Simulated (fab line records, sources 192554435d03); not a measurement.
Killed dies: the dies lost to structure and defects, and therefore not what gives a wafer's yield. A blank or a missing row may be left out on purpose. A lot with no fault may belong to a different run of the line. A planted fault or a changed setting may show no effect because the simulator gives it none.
Split-lot experiment -- flow n5 finfet -- 39 wafers read from 7 lots, route of 1938 steps

## ON THE SPLIT
At N5_BEOL_M2_ILD_DEP_00 (deposits SiOC from DEMS/O2, target thk 79 nm, time 15.3 s), the setting target thk a was moved away from the recipe's 790 angstrom on 18 of the 39 wafers read, by -57.6% to +29.5%. The other wafers ran this setting at the recipe's value.

The file shows no step between the split and the reading.

## THE READING
M2_ILD_THK (nm), taken at N5_BEOL_M2_THK_MEAS_01. A value of 78.4 nm with a standard deviation of 0.9 nm is what fault-free wafers of this fab line usually give.

wafer,"tool, chamber at the split","target thk a as run, angstrom",against the recipe,"M2_ILD_THK, nm",against lot-mates on the recipe
L074.1,"pecvd-04, 1",790,recipe,77.5,-
L074.2,"pecvd-04, 0,1",477.1,-39.6%,46.9,-31.0
L074.3,"pecvd-04, 2",790,recipe,76.8,-
L074.4,"pecvd-04, 0",790,recipe,79.4,-
L074.5,"pecvd-04, 2",477.1,-39.6%,47.2,-30.7
L074.6,"pecvd-04, 0,1",477.1,-39.6%,46.9,-31.0
L082.1,"pecvd-02, 0",790,recipe,77.3,-
L082.2,"pecvd-02, 1",378.4,-52.1%,37.7,-40.5
L082.3,"pecvd-02, 2",378.4,-52.1%,36.5,-41.7
L082.4,"pecvd-02, 0",790,recipe,78.3,-
L082.5,"pecvd-02, 1",790,recipe,78.9,-
L082.6,"pecvd-02, 2",378.4,-52.1%,37.0,-41.2
L084.1,"pecvd-01, 1",392.7,-50.3%,37.8,-40.0
L084.2,"pecvd-01, 2",790,recipe,77.1,-
L084.3,"pecvd-01, 0",392.7,-50.3%,36.5,-41.3
L084.4,"pecvd-01, 1",790,recipe,77.9,-
L084.5,"pecvd-01, 0",392.7,-50.3%,38.6,-39.2
L084.6,"pecvd-01, 2",790,recipe,78.5,-
L092.1,"pecvd-01, 1",790,recipe,76.5,-
L092.2,"pecvd-01, 0",790,recipe,76.8,-
L092.3,"pecvd-01, 0",790,recipe,77.9,-
L092.4,"pecvd-01, 1,0",334.9,-57.6%,32.8,-44.3
L092.5,"pecvd-01, 1",334.9,-57.6%,31.9,-45.2
L092.6,"pecvd-01, 1,0",334.9,-57.6%,32.9,-44.2
L093.1,"pecvd-04, 2",1023,+29.5%,100.7,+22.2
L093.2,"pecvd-04, 0",1023,+29.5%,100.1,+21.6
L093.3,"pecvd-04, 1",1023,+29.5%,100.4,+21.9
L093.4,"pecvd-04, 2",790,recipe,78.0,-
L093.5,"pecvd-04, 1",790,recipe,78.9,-
L093.6,"pecvd-04, 0",790,recipe,78.7,-
L095.1,"pecvd-02, 1",790,recipe,78.9,-
L095.2,"pecvd-02, 2",416.3,-47.3%,41.8,-37.6
L095.3,"pecvd-02, 1",790,recipe,79.8,-
L095.4,"pecvd-02, 2",790,recipe,79.4,-
L095.5,"pecvd-02, 1",416.3,-47.3%,41.5,-37.9
L095.6,"pecvd-02, 2",416.3,-47.3%,41.9,-37.5
L097.2,"pecvd-01, 0,1",790,recipe,77.5,-
L097.3,"pecvd-01, 0,1",790,recipe,77.4,-
L097.4,"pecvd-01, 1",790,recipe,78.8,-
The file does not say which wafer passed through which chamber wherever a row lists several chambers: such a row stands for several wafers.

THE FIT
A straight line over all 39 wafers: M2_ILD_THK changes by +0.784 nm for each +1% of target thk a; r = +1.00; the points scatter about the line by 0.88 nm.
The same after taking each lot's own level away (the mean of its wafers on the recipe; 39 wafers): +0.78 nm for each +1%; r = +1.00; scatter 0.74 nm.
The reading moves by 45 nm for the largest change in target thk a, on that fit.
Across the lots, their own levels run from 77.07 to 79.37 nm, a range of 2.6 times the standard deviation given above.
The two slopes are in agreement: the lot-to-lot level therefore moves the slope only a little.
Check: -45.3 nm against its lot-mates is what the line predicts for one of the wafers moved furthest among these (-57.6%) when that wafer is left out of the fit. It came out at -44.3 nm against them.

## THE OTHER SPLITS THESE WAFERS WENT THROUGH
These wafers also went through other splits before the reading. Each is held against what the fit with the lots' levels taken away leaves over:
other split on the same wafers,wafers away from the commonest value,r with M2_ILD_THK (lot level and that fit taken away)
N5_ZERO_LAYER_PECVD_02 time s,12,-0.21
N5_FIN_SAQP_HM_DEP_72 time s,12,-0.26
N5_HKMG_FIN_ALD_36 ald cycles,18,+0.10
N5_MOL_CONTACT_COAG_CONTACT_ETCH_14 time s,12,-0.30
N5_BEOL_M1_PECVD_72 time s,12,+0.18

## THE WHOLE CHAIN: every reading that the file lists as answering this split, in the file's order
step,what it does,reading,change (the file's fit),r (the file's)
N5_BEOL_M2_ILD_DEP_00,"deposits SiOC from DEMS/O2, target thk 79 nm, time 15.3 s","SiOC_of_BEOL_M2_ILD_DEP_00.thk nm (the simulator's own value, which no gauge read)",+0.784 nm for each +1% of the setting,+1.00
N5_BEOL_M2_THK_MEAS_01,,M2_ILD_THK,+0.784 for each +1% of the setting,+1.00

## THE FILE'S OWN FIT
M2_ILD_THK changes by +0.784 nm for each +1% of target thk a, r = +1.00.
